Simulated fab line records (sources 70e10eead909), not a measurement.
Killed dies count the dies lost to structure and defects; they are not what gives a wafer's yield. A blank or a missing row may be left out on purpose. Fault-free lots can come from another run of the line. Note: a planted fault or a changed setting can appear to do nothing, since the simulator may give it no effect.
fab line records ; flow nand_harc
[record] lots = 6; wafers = 18; last_day = 24
route steps=1159 shown A_ZERO_WELL@412 A_SOURCE_PLATE@413 A_ONON_D1@424 END@1159
lots that met no fault: from a run of the same line without faults
start_h: the number of hours between the record's first day and the start of the first shown wafer of the lot ; wait_h: time in hours since the lot's previous step ; " same as the row above ; L1.1+2: one row covering several wafers at once ; - no value, or no start given ; * or withheld: withheld ; < > ~ a bound
route shown NAME@n: NAME is a module with steps in the file, n the number in the route of the first one ; usual: mean and standard deviation over wafers with no fault ; same: alike in all rows ; chamber/n: place in a boat ; sites: per-site readings ; _std_site: the values' standard deviation ; _edge_site: outer sites' mean less inner sites' ; radius_mm: for every site, how far away it sits from the centre of the wafer ; mask NAME#n: copy n ; behind: the last tool/chamber to shape the wafer ; hold: the reason the lot was held/the length of the hold in hours/how it ended ; device: whichever transistor did not switch (one of n, p or np) ; end of line: at the end of the route, the tests of the same wafers ; a step given without rows: its recipe and nothing more ; killed: dies that structure and defects cost at the first sort, which is not the same as the wafer's yield ; map: dies across one wafer; x = killed, . = not, _ = none there
set.NAME: the setting that was run; set.NAME@STEP: the one run at that earlier step ; model.NAME: the simulator's own value behind a step, which no gauge read
lots seen at some steps along the route; tables by step, rows by wafer
services: a tool's chamber out of use, with start hour (start_h, from the record's first day; less than 0 if before it), hours out, and reason
[[steps]]
[step NHARC_A_ZERO_WELL_INSPECT_17]
[usual] raw_defect_count = 11/6.1
lot.wafer;tool;chamber;start_h;wait_h;raw_defect_count
L907.1;defect_inspect-02;-;150.92;0.2;20
L907.2;defect_inspect-02;-;150.92;0.2;13
L907.6;defect_inspect-02;-;150.92;0.2;19
L911.1;defect_inspect-01;-;164.44;0.2;17
L911.4;defect_inspect-01;-;164.44;0.2;8
L911.5;defect_inspect-01;-;164.44;0.2;7
L913.3;defect_inspect-01;-;175.31;0.1;11
L913.4;defect_inspect-01;-;175.31;0.1;15
L913.5;defect_inspect-01;-;175.31;0.1;5
L923.2;defect_inspect-02;-;234.42;0.2;14
L923.3;defect_inspect-02;-;234.42;0.2;10
L923.4;defect_inspect-02;-;234.42;0.2;9
L925.1;defect_inspect-01;-;241.70;0.2;11
L925.4;defect_inspect-01;-;241.70;0.2;5
L925.5;defect_inspect-01;-;241.70;0.2;6
L929.1;defect_inspect-01;-;276.60;0.2;16
L929.4;defect_inspect-01;-;276.60;0.2;7
L929.6;defect_inspect-01;-;276.60;0.2;5
[step NHARC_A_SOURCE_PLATE_PRECLEAN_00]
[recipe] time_s = 60; chemistry = HF-LAST
[step NHARC_A_SOURCE_PLATE_SRD_01]
[step NHARC_A_SOURCE_PLATE_OXIDE_02]
[recipe] target_thk_a = 100; temp_c = 900; ox_time_s = 1362; material = SiO2
[step NHARC_A_SOURCE_PLATE_THK_MEAS_09]
[recipe] thk_meas_gauge = ellipsometry
[usual] thk_nm = 9.6/1.1
lot.wafer;tool;chamber;start_h;wait_h;thk_nm
L907.1;film_metro-01;-;157.99;0.4;10.8
L907.2;film_metro-01;-;157.99;0.4;11.4
L907.6;film_metro-01;-;157.99;0.4;11.6
L911.1;film_metro-02;-;172.08;0.4;10.1
L911.4;film_metro-02;-;172.08;0.4;10.6
L911.5;film_metro-02;-;172.08;0.4;10.1
L913.3;film_metro-01;-;183.25;0.4;8.8
L913.4;film_metro-01;-;183.25;0.4;10.4
L913.5;film_metro-01;-;183.25;0.4;9.5
L923.2;film_metro-01;-;241.85;0.4;9.7
L923.3;film_metro-01;-;241.85;0.4;9.3
L923.4;film_metro-01;-;241.85;0.4;8.0
L925.1;film_metro-01;-;248.86;0.4;10.2
L925.4;film_metro-01;-;248.86;0.4;10.1
L925.5;film_metro-01;-;248.86;0.4;11.3
L929.1;film_metro-01;-;283.74;0.4;10.9
L929.4;film_metro-01;-;283.74;0.4;9.5
L929.6;film_metro-01;-;283.74;0.4;11.0
[step NHARC_A_SOURCE_PLATE_PVD_04]
[recipe] target_thk_a = 500; material = WSi2
[step NHARC_A_SOURCE_PLATE_CVD_03]
[recipe] target_thk_a = 2000; temp_c = 620; pressure_mtorr = 200; time_s = 4000; material = poly-Si
[step NHARC_A_SOURCE_PLATE_ANNEAL_05]
[recipe] temp_c = 850; time_s = 1800
[step NHARC_A_SOURCE_PLATE_THK_MEAS_06]
[recipe] thk_meas_gauge = ellipsometry
[usual] thk_nm = 200.3/2.1
lot.wafer;tool;chamber;start_h;wait_h;thk_nm
L907.1;film_metro-01;-;171.69;0.4;202.1
L907.2;film_metro-01;-;171.69;0.4;202.5
L907.6;film_metro-01;-;171.69;0.4;204.3
L911.1;film_metro-01;-;186.79;0.4;197.3
L911.4;film_metro-01;-;186.79;0.4;198.7
L911.5;film_metro-01;-;186.79;0.4;201.4
L913.3;film_metro-02;-;196.41;0.4;205.2
L913.4;film_metro-02;-;196.41;0.4;202.3
L913.5;film_metro-02;-;196.41;0.4;200.8
L923.2;film_metro-02;-;254.98;0.4;200.5
L923.3;film_metro-02;-;254.98;0.4;200.6
L923.4;film_metro-02;-;254.98;0.4;199.8
L925.1;film_metro-02;-;262.42;0.4;196.7
L925.4;film_metro-02;-;262.42;0.4;197.4
L925.5;film_metro-02;-;262.42;0.4;195.3
L929.1;film_metro-02;-;296.60;0.4;198.3
L929.4;film_metro-02;-;296.60;0.4;199.2
L929.6;film_metro-02;-;296.60;0.4;198.4
[step NHARC_A_SOURCE_PLATE_INSPECT_08]
[usual] raw_defect_count = 61/27
lot.wafer;tool;chamber;start_h;wait_h;raw_defect_count
L907.1;defect_inspect-01;-;171.78;0.0;71
L907.2;defect_inspect-01;-;171.78;0.0;51
L907.6;defect_inspect-01;-;171.78;0.0;77
L911.1;defect_inspect-01;-;186.88;0.0;33
L911.4;defect_inspect-01;-;186.88;0.0;18
L911.5;defect_inspect-01;-;186.88;0.0;27
L913.3;defect_inspect-01;-;196.50;0.1;59
L913.4;defect_inspect-01;-;196.50;0.1;37
L913.5;defect_inspect-01;-;196.50;0.1;54
L923.2;defect_inspect-02;-;255.04;0.0;44
L923.3;defect_inspect-02;-;255.04;0.0;72
L923.4;defect_inspect-02;-;255.04;0.0;33
L925.1;defect_inspect-02;-;262.48;0.0;59
L925.4;defect_inspect-02;-;262.48;0.0;56
L925.5;defect_inspect-02;-;262.48;0.0;51
L929.1;defect_inspect-01;-;296.68;0.0;61
L929.4;defect_inspect-01;-;296.68;0.0;63
L929.6;defect_inspect-01;-;296.68;0.0;39
[step NHARC_A_ONON_D1_DEP_00]
[recipe] target_thk_a = 10000; n2_flow_sccm = 2750; n2o_flow_sccm = 2000; nh3_flow_sccm = 500; sih4_flow_sccm = 210; temp_c = 400
[usual] n2_flow_sccm = 2750/7.8
lot.wafer;tool;chamber;start_h;wait_h;n2_flow_sccm
L907.1;pecvd_onon-02;0;171.85;0.1;2758
L907.2;pecvd_onon-02;0;171.85;0.1;2753
L907.6;pecvd_onon-02;0;171.85;0.1;2762
L911.1;pecvd_onon-02;0;186.95;0.1;2740
L911.4;pecvd_onon-02;0;186.95;0.1;2743
L911.5;pecvd_onon-02;0;186.95;0.1;2743
L913.3;pecvd_onon-02;0;196.68;0.2;2743
L913.4;pecvd_onon-02;0;196.68;0.2;2742
L913.5;pecvd_onon-02;0;196.68;0.2;2740
L923.2;pecvd_onon-03;0;255.16;0.1;2765
L923.3;pecvd_onon-03;0;255.16;0.1;2745
L923.4;pecvd_onon-03;0;255.16;0.1;2757
L925.1;pecvd_onon-03;0;262.54;0.1;2755
L925.4;pecvd_onon-03;0;262.54;0.1;2755
L925.5;pecvd_onon-03;0;262.54;0.1;2741
L929.1;pecvd_onon-03;0;296.75;0.1;2746
L929.4;pecvd_onon-03;0;296.75;0.1;2744
L929.6;pecvd_onon-03;0;296.75;0.1;2750
[step NHARC_A_ONON_D1_THK_MEAS_02]
[recipe] thk_meas_gauge = ellipsometry
[usual] thk_nm = 1000/10
lot.wafer;tool;chamber;start_h;wait_h;thk_nm
L907.1;film_metro-01;-;172.35;-;995
L907.2;film_metro-01;-;172.35;-;997
L907.6;film_metro-01;-;172.35;-;995
L911.1;film_metro-01;-;187.45;-;550
L911.4;film_metro-01;-;187.45;-;550
L911.5;film_metro-01;-;187.45;-;552
L913.3;film_metro-01;-;197.08;-;545
L913.4;film_metro-01;-;197.08;-;547
L913.5;film_metro-01;-;197.08;-;544
L923.2;film_metro-02;-;255.62;-;1015
L923.3;film_metro-02;-;255.62;-;1014
L923.4;film_metro-02;-;255.62;-;1013
L925.1;film_metro-02;-;263.05;-;989
L925.4;film_metro-02;-;263.05;-;989
L925.5;film_metro-02;-;263.05;-;988
L929.1;film_metro-01;-;297.26;-;993
L929.4;film_metro-01;-;297.26;-;991
L929.6;film_metro-01;-;297.26;-;991
[step NHARC_A_ONON_D1_DEP_03]
[recipe] target_thk_a = 10000; n2_flow_sccm = 2750; n2o_flow_sccm = 2000; nh3_flow_sccm = 500; sih4_flow_sccm = 210; temp_c = 400
[step NHARC_END_SORT_01]
[recipe] temp_c = 25
[usual] killed_at_array = 24/7.4; killed_at_other = 0.5/0.81; killed_at_periphery = 3.4/2.3; killed_dies = 28/8; killed_open = 3.4/1.8; killed_short = 2.0/1.4
[same] gross_dies = 677
lot.wafer;tool;chamber;start_h;wait_h;killed_at_array;killed_at_other;killed_at_periphery;killed_dies;killed_open;killed_short
L911.1;prober-02;0;457.66;2.5;673;1;3;677;3;0
L911.4;prober-02;0;460.05;3.4;672;1;4;677;7;3
L911.5;prober-02;0;460.85;3.7;672;0;5;677;6;3
L913.3;prober-02;0;476.85;3.1;674;0;3;677;5;5
L913.4;prober-02;0;477.63;3.4;674;1;2;677;6;3
L913.5;prober-02;0;478.42;3.6;674;0;3;677;3;0
L923.2;prober-01;0;539.09;2.8;19;2;4;25;3;3
L923.3;prober-01;0;539.88;3.1;22;0;5;27;6;0
L923.4;prober-01;0;540.68;3.4;28;1;4;33;3;2
// killed by level:class
L911.1 A_ONON_D1:area_dep=655 A_BLC:chamber_film_flake=5 P_ZERO_WELL:chamber_film_flake=3 A_SLIT:chamber_film_flake=3 A_CHANNEL_HOLE_D1:chamber_film_flake=2 A_CHANNEL_FILL_D1:chamber_film_flake=2 A_STAIRCASE:chamber_film_flake=2 A_STAIRCASE:geometric_particle:open=1
L911.4 A_ONON_D1:area_dep=644 A_SLIT:chamber_film_flake=8 A_CHANNEL_HOLE_D1:chamber_film_flake=3 A_STAIRCASE:chamber_film_flake=3 A_BLC:chamber_film_flake=3 A_SGD_CUT:chamber_film_flake=2 A_CONTACT:chamber_film_flake=2 P_GATE:geometric_particle:short=1
L911.5 A_ONON_D1:area_dep=657 A_SLIT:chamber_film_flake=3 A_ONON_D1:geometric_particle:short=2 P_ZERO_WELL:chamber_film_flake=2 A_CHANNEL_FILL_D1:chamber_film_flake=2 A_STAIRCASE:chamber_film_flake=2 P_GATE:geometric_particle:open=1 P_M0:geometric_particle:open=1
L913.3 A_ONON_D1:area_dep=643 A_SLIT:chamber_film_flake=11 A_CHANNEL_HOLE_D1:chamber_film_flake=10 A_CHANNEL_HOLE_D1:geometric_particle:short=2 A_CHANNEL_FILL_D1:geometric_particle:short=2 P_GATE:geometric_particle:open=1 P_M1:geometric_particle:open=1 A_SOURCE_PLATE:geometric_particle:open=1
L913.4 A_ONON_D1:area_dep=653 A_CHANNEL_HOLE_D1:chamber_film_flake=10 A_SLIT:chamber_film_flake=5 P_CONTACT:geometric_particle:open=1 P_M0:geometric_particle:open=1 A_ONON_D1:geometric_particle:open=1 A_CHANNEL_HOLE_D1:geometric_particle:open=1 A_WL_FILL:geometric_particle:open=1
L913.5 A_ONON_D1:area_dep=652 A_CHANNEL_HOLE_D1:chamber_film_flake=14 A_SLIT:chamber_film_flake=5 P_ZERO_WELL:chamber_film_flake=2 P_M1:geometric_particle:open=1 A_STAIRCASE:geometric_particle:open=1 A_M0:geometric_particle:open=1 A_STAIRCASE:chamber_film_flake=1
L923.2 A_CHANNEL_HOLE_D1:chamber_film_flake=10 A_CONTACT:chamber_film_flake=3 P_STI:chamber_film_flake=2 THIN_TSV:chamber_film_flake=2 P_M0:geometric_particle:short=1 P_CONTACT:geometric_particle:open=1 A_SOURCE_PLATE:geometric_particle:short=1 A_ONON_D1:geometric_particle:short=1
L923.3 A_CHANNEL_HOLE_D1:chamber_film_flake=10 A_CONTACT:chamber_film_flake=3 P_ZERO_WELL:chamber_film_flake=2 A_CHANNEL_FILL_D1:chamber_film_flake=2 A_STAIRCASE:chamber_film_flake=2 P_STI:geometric_particle:open=1 P_GATE:geometric_particle:open=1 A_CHANNEL_FILL_D1:geometric_particle:open=1
L923.4 A_CHANNEL_HOLE_D1:chamber_film_flake=20 A_CONTACT:chamber_film_flake=3 P_STI:chamber_film_flake=2 P_M0:geometric_particle:open=1 A_WL_FILL:geometric_particle:open=1 A_CONTACT:geometric_particle:short=1 A_M0:geometric_particle:open=1 STARTING-WAFER:geometric_particle:short=1
// map L911.1 (x killed, . not)
____________x____________
_________xxxxxxx_________
_______xxxxxxxxxxx_______
______xxxxxxxxxxxxx______
_____xxxxxxxxxxxxxxx_____
____xxxxxxxxxxxxxxxxx____
____xxxxxxxxxxxxxxxxx____
___xxxxxxxxxxxxxxxxxxx___
___xxxxxxxxxxxxxxxxxxx___
__xxxxxxxxxxxxxxxxxxxxx__
__xxxxxxxxxxxxxxxxxxxxx__
_xxxxxxxxxxxxxxxxxxxxxxx_
_xxxxxxxxxxxxxxxxxxxxxxx_
_xxxxxxxxxxxxxxxxxxxxxxx_
_xxxxxxxxxxxxxxxxxxxxxxx_
_xxxxxxxxxxxxxxxxxxxxxxx_
xxxxxxxxxxxxxxxxxxxxxxxxx
xxxxxxxxxxxxxxxxxxxxxxxxx
xxxxxxxxxxxxxxxxxxxxxxxxx
xxxxxxxxxxxxxxxxxxxxxxxxx
xxxxxxxxxxxxxxxxxxxxxxxxx
_xxxxxxxxxxxxxxxxxxxxxxx_
_xxxxxxxxxxxxxxxxxxxxxxx_
_xxxxxxxxxxxxxxxxxxxxxxx_
_xxxxxxxxxxxxxxxxxxxxxxx_
_xxxxxxxxxxxxxxxxxxxxxxx_
__xxxxxxxxxxxxxxxxxxxxx__
__xxxxxxxxxxxxxxxxxxxxx__
___xxxxxxxxxxxxxxxxxxx___
___xxxxxxxxxxxxxxxxxxx___
____xxxxxxxxxxxxxxxxx____
____xxxxxxxxxxxxxxxxx____
_____xxxxxxxxxxxxxxx_____
______xxxxxxxxxxxxx______
_______xxxxxxxxxxx_______
_________xxxxxxx_________
____________x____________
// map L913.3 (x killed, . not)
____________x____________
_________xxxxxxx_________
_______xxxxxxxxxxx_______
______xxxxxxxxxxxxx______
_____xxxxxxxxxxxxxxx_____
____xxxxxxxxxxxxxxxxx____
____xxxxxxxxxxxxxxxxx____
___xxxxxxxxxxxxxxxxxxx___
___xxxxxxxxxxxxxxxxxxx___
__xxxxxxxxxxxxxxxxxxxxx__
__xxxxxxxxxxxxxxxxxxxxx__
_xxxxxxxxxxxxxxxxxxxxxxx_
_xxxxxxxxxxxxxxxxxxxxxxx_
_xxxxxxxxxxxxxxxxxxxxxxx_
_xxxxxxxxxxxxxxxxxxxxxxx_
_xxxxxxxxxxxxxxxxxxxxxxx_
xxxxxxxxxxxxxxxxxxxxxxxxx
xxxxxxxxxxxxxxxxxxxxxxxxx
xxxxxxxxxxxxxxxxxxxxxxxxx
xxxxxxxxxxxxxxxxxxxxxxxxx
xxxxxxxxxxxxxxxxxxxxxxxxx
_xxxxxxxxxxxxxxxxxxxxxxx_
_xxxxxxxxxxxxxxxxxxxxxxx_
_xxxxxxxxxxxxxxxxxxxxxxx_
_xxxxxxxxxxxxxxxxxxxxxxx_
_xxxxxxxxxxxxxxxxxxxxxxx_
__xxxxxxxxxxxxxxxxxxxxx__
__xxxxxxxxxxxxxxxxxxxxx__
___xxxxxxxxxxxxxxxxxxx___
___xxxxxxxxxxxxxxxxxxx___
____xxxxxxxxxxxxxxxxx____
____xxxxxxxxxxxxxxxxx____
_____xxxxxxxxxxxxxxx_____
______xxxxxxxxxxxxx______
_______xxxxxxxxxxx_______
_________xxxxxxx_________
____________x____________
[[services]]
tool;chamber;start_h;hours;kind
pecvd_onon-03;-;153.16;13.0;pm
pecvd_onon-02;-;272.42;1.3;repair
pecvd_onon-02;-;292.38;13.0;pm
[[key]]
[first_sign] step = NHARC_A_ONON_D1_THK_MEAS_02; reading = thk_nm; direction = down; sigmas = 44; usual = 1000; struck = 548
[effect] step = NHARC_END_SORT_01; reading = killed_at_array; direction = up; sigmas = 88; usual = 24; struck = 673
[more_kills_born_at] NHARC_A_ONON_D1_DEP_00@pecvd_onon-02 = 3904
met_at NHARC_A_ONON_D1_DEP_00
struck_wafers L911.1,L911.4,L911.5,L913.3,L913.4,L913.5
later_rows_left_out L911.1,L911.4,L911.5,L913.3,L913.4,L913.5
tester_left_out L911,L913
onset_between 171.85 186.95
[fault] kind = process_parameter_drift; tool = pecvd_onon-02; chamber = 0; onset_h = 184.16; steps = NHARC_A_ONON_D1_DEP_00; channel = target_thk_a; offset = *; shape = step; end_h = 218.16; acts_in = *; stated = *
// tester_left_out: of these lots the tester's yield and bins aren't shown, on N5 and GAA mostly nor the transistor test; their killed dies are dies lost to structure and defects alone, not to doping, threshold or leakage, so they don't give the yield
// later_rows_left_out: the simulator's readings of these wafers behind a module that went badly wrong aren't trusted and aren't shown, but for the sort
